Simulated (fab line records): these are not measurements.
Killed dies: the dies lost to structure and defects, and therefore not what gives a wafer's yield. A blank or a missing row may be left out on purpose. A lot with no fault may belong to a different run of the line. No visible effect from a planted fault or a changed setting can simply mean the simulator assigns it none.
Chamber matching + flow n5_finfet + pecvd-01 running N5_BEOL_M4_ILD_DEP_00: 3 sister chambers
The step deposits SiOC from DEMS/O2, target thk 79 nm, time 15.3 s. 6 wafers are shown with their chamber, then 9 later ones without.

== WAFERS PAIRED WITH THEIR CHAMBERS ==
| wafer  | chamber | showerhead_vpp_V (V) | throttle_valve_pct (%) |
|--------|---------|----------------------|------------------------|
| L081.3 | 2       | 1392                 | 12.1                   |
| L081.4 | 2       | 1404                 | 12.0                   |
| L082.4 | 1       | 1315                 | 11.5                   |
| L085.3 | 0       | 1315                 | 12.1                   |
| L085.5 | 0       | 1302                 | 12.2                   |
| L085.6 | 1       | 1346                 | 11.3                   |

== WAFERS MISSING THEIR CHAMBER ==
| wafer  | showerhead_vpp_V (V) | throttle_valve_pct (%) |
|--------|----------------------|------------------------|
| L087.3 | 1350                 | 11.5                   |
| L087.4 | 1299                 | 12.0                   |
| L087.5 | 1350                 | 11.4                   |
| L089.2 | 1328                 | 12.3                   |
| L089.4 | 1334                 | 12.1                   |
| L089.5 | 1315                 | 12.0                   |
| L090.1 | 1359                 | 11.7                   |
| L090.3 | 1382                 | 12.1                   |
| L090.5 | 1331                 | 12.1                   |

== WHICH CHAMBER EACH ONE RAN IN ==
| wafer  | from the rows above     | in truth |
|--------|-------------------------|----------|
| L087.3 | 1                       | 1        |
| L087.4 | 0                       | 0        |
| L087.5 | 1                       | 1        |
| L089.2 | 0                       | 0        |
| L089.4 | 0                       | 0        |
| L089.5 | 0                       | 0        |
| L090.1 | can't be placed: 1 or 2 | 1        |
| L090.3 | 2                       | 2        |
| L090.5 | 0                       | 0        |
8 of 9 placed correctly. Unplaceable from these rows: 1, with the true chamber sitting among the candidates in 1. Wrongly placed: 0.
How it was worked out, from the rows above alone: a wafer's distance from a chamber is the root of the sum, over the readings, of the square of ((its reading less the chamber's mean) divided by the reading's scatter). If the next closest chamber is less than 2 further off than the closest, the wafer can't be placed; otherwise it belongs to the closest. For every chamber, the mean is computed from those of its wafers that are shown. The scatter: the root of (the sum of the squares of (reading less its chamber's mean) over the shown wafers, divided by (wafers less chambers)).
